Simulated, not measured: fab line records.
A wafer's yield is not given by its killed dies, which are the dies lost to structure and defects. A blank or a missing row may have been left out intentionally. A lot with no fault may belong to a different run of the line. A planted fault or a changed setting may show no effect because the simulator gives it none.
A struck lot beside a sound one    flow n5 finfet    43 steps out of a route of 1938
Sound: wafers L921.2, L921.5, L921.6. The struck wafers were L925.2, L925.5, L925.6. Last of all comes the cause.
For every step that has rows: the tool of each side, followed by ch and its chambers, followed by its first start. Under that, the readings that differ: sound wafers    struck wafers    difference of the means    sigmas: that difference in standard deviations of wafers without a fault.
alike: words and numbers the same on both sides, and readings whose means are apart by under 2 such deviations; not compared: readings that were withheld, readings missing a value for some wafer, numbers with overlapping values and no deviation given by the record, and bounds like >300 which may hide the same value.
Wherever a step has rows on one side only, a row that says differs or no value, or a row with sigmas, the two part there. Numbers that don't overlap but have no deviation are shown without sigmas and don't part them. Lack of a reading on every wafer of one side parts them only where that side has two or more wafers.

first, 1 step without rows for these wafers: N5_BEOL_M6_ALD_77 (deposits TaN, target thk 2 nm, pulse time 2 s, purge time 3 s).
N5_BEOL_M6_SURFACE_TREAT_79:
  sound: pvd sputter-02 at day 9 20:02; struck: pvd sputter-01 at day 11 04:05
  not compared: throttle valve pct
then, 5 steps without rows for these wafers: N5_BEOL_M6_CVD_78 (deposits Co from CCTBA/H2, target thk 2 nm, time 142.3 s); N5_BEOL_M6_SPUTTER_48 (material Cu, target thk 10 nm, time 1.667 s); N5_BEOL_M6_ECD_50 (material Cu, target thk 300 nm); N5_BEOL_M6_ANNEAL_51 (time 90 s); N5_BEOL_M6_CMP_52 (polishes, stops on SiCOH lowk, t overpolish 6.9 s, target thk 80 nm).
N5_BEOL_M6_THK_MEAS_53: measures by xrf.
  sound: film metro-02 at day 9 21:44; struck: film metro-01 at day 11 05:08
  alike: M6_THK
then, 2 steps without rows for these wafers: N5_BEOL_M6_PRE_CLEAN_55 (time 15 s); N5_BEOL_M6_DEP_56 (deposits SiCN from 3MS/NH3, target thk 10 nm, time 17.5 s).
N5_BEOL_M6_RS_MEAS_57: a four-point-probe measurement.
  sound: film metro-01 at day 9 21:54; struck: film metro-01 at day 11 05:16
  alike: M6_RS
N5_BEOL_M6_INSPECT_58: inspects for defects (darkfield).
  sound: defect inspect-01 at day 9 21:56; struck: defect inspect-01 at day 11 05:18
  alike: raw defect count
N5_BEOL_M7_ILD_DEP_00: deposits SiCOH lowk from DEMS/porogen, target thk 179.75 nm, time 33.4 s.
  sound on pecvd-02 ch 0,1,2, day 9 21:58; struck on pecvd-02 ch 0,1,2, day 11 05:20
reading                                             sound                 struck                difference  sigmas
susceptor temp C (C)                                300.19 299.67 299.65  295.02 295.02 295.24  -4.74       -26
model.SiCOH_lowk_of_BEOL_M7_ILD_DEP_00.thk nm (nm)  180 181.6 179.4       183.8 186.4 187.8     +5.7        
  alike: heater power w, showerhead plenum p Torr, throttle valve pct
N5_BEOL_M7_CURE_74: cures SiCOH lowk, time 240 s.
  sound on uv cure-02 ch 2, day 9 22:07; struck on uv cure-03 ch 1, day 11 05:39
  alike: lamp power pct, wafer_temp_C_max
N5_BEOL_M7_THK_MEAS_01:
  sound: film metro-01 at day 9 22:33; struck: film metro-02 at day 11 06:05
reading          sound              struck             difference  sigmas
M7_ILD_THK (nm)  155.2 156.6 154.6  158.4 160.7 161.9  +4.9        +3
N5_BEOL_M7_PECVD_70: deposits SiO2 from TEOS/O2, target thk 20 nm, time 22.7 s.
  sound on pecvd-01 ch 0,2, day 9 22:35; struck on pecvd-04 ch 1,2, day 11 06:07
  alike: heater power w, showerhead plenum p Torr, throttle valve pct
then, 9 steps without rows for these wafers: N5_BEOL_M7_HM_DEP_02 (deposits TiN, target thk 20 nm); N5_BEOL_M7_COAT_59 (time 60 s, resist thk 100 nm); N5_BEOL_M7_COAT_60 (time 60 s, resist thk 35 nm); N5_BEOL_M7_COAT_05 (resist thk 90 nm); N5_BEOL_M7_EBR_07; N5_BEOL_M7_SOFTBAKE_06 (time 60 s); N5_BEOL_M7_EXPOSE_08 (exposes mask M7); N5_BEOL_M7_PEB_09 (peb time 60 s); N5_BEOL_M7_DEVELOP_10 (develop time 30 s).
N5_BEOL_M7_CD_MEAS_11: target cd 38.5 nm.
  sound on cd sem-02 ch 0, day 9 23:20; struck on cd sem-02 ch 0, day 11 07:34
  alike: cd nm
N5_BEOL_M7_OVL_MEAS_12:
  sound on overlay-02 ch 0, day 9 23:22; struck on overlay-02 ch 0, day 11 07:35
reading      sound        struck          difference  sigmas
M7_OVL (nm)  0.7 0.6 3.1  -1.1 -0.7 -1.1  -2.4        -3
N5_BEOL_M7_INSPECT_13: inspects for defects (brightfield).
  sound: defect inspect-01 at day 9 23:23; struck: defect inspect-01 at day 11 07:37
  alike: raw defect count
then, 4 steps without rows for these wafers: N5_BEOL_M7_DESCUM_16 (chemistry O2, time 7.9 s); N5_BEOL_M7_ETCH_61 (etches SiARC in CF4, target depth 45.5 nm, time 75.8 s); N5_BEOL_M7_ETCH_62 (etches SOC in N2/H2, target depth 110 nm, overetch 22 nm, time 165 s); N5_BEOL_M7_STRIP_68 (strips in N2/H2).
N5_BEOL_M7_STRIP_67: strips in CF4.
  sound on rie diel-03 ch 1,2, day 9 23:40; struck on rie diel-06 ch 0,1,3, day 11 07:55
  alike: chamber pressure mTorr, drypump motor current A, oes product au, rf vpp V, showerhead plenum p Torr, throttle valve pct
  not compared: rf hours counter h
then, 1 step without rows for these wafers: N5_BEOL_M7_HM_OPEN_17 (chemistry Cl2/BCl3, target TiN, target depth 20 nm, overetch 6 nm).
N5_BEOL_M7_STRIP_19: strips in O2.
  sound on rie diel-03 ch 0,1,3, day 9 23:49; struck on rie diel-06 ch 2,3, day 11 08:04
reading                          sound           struck          difference  sigmas
showerhead plenum p Torr (Torr)  2.15 2.15 2.15  2.02 2.00 2.02  -0.14       -2
  alike: chamber pressure mTorr, drypump motor current A, o2 flow sccm, oes product au, rf vpp V, throttle valve pct
  not compared: rf hours counter h
N5_BEOL_M7_CD_MEAS_18: pitch 80 nm, target cd 40 nm.
  sound: cd sem-02 at day 9 23:53; struck: cd sem-02 at day 11 08:08
  alike: cd nm
then, 6 steps without rows for these wafers: N5_BEOL_M7_COAT_63 (time 60 s, resist thk 60 nm); N5_BEOL_M7_COAT_64 (time 60 s, resist thk 12 nm); N5_BEOL_M7_COAT_71 (time 60 s, resist thk 5 nm); N5_BEOL_M7_COAT_22 (resist thk 30 nm); N5_BEOL_M7_EBR_24; N5_BEOL_M7_SOFTBAKE_23 (time 60 s).
N5_BEOL_M7_CMP_52: polishes, stops on SiCOH lowk, t overpolish 6.9 s, target thk 80 nm.
  sound on cmp-02 ch 0,1, day 10 04:13; struck on cmp-02 ch 0,3, day 11 11:43
reading                                             sound              struck           difference  sigmas
model.SiCOH_lowk_of_BEOL_M7_ILD_DEP_00.thk nm (nm)  152.2 153.6 151.6  155.4 157.8 159  +4.9        
  alike: barrier field endpoint s, clearing platen rpm, motor current A, overpolish run s, retaining ring pressure frac, time to endpoint s

== WHERE THEY PART ==
At N5_BEOL_M7_ILD_DEP_00 first; at N5_BEOL_M7_STRIP_19 last (within this record only). Later steps at which nothing parts them and some readings are alike: N5_BEOL_M7_CD_MEAS_18, N5_BEOL_M7_CMP_52.

WHY: the cause the simulator had injected
Drift in process parameters on pecvd-02 at N5_BEOL_M7_ILD_DEP_00, starting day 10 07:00. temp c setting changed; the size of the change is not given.
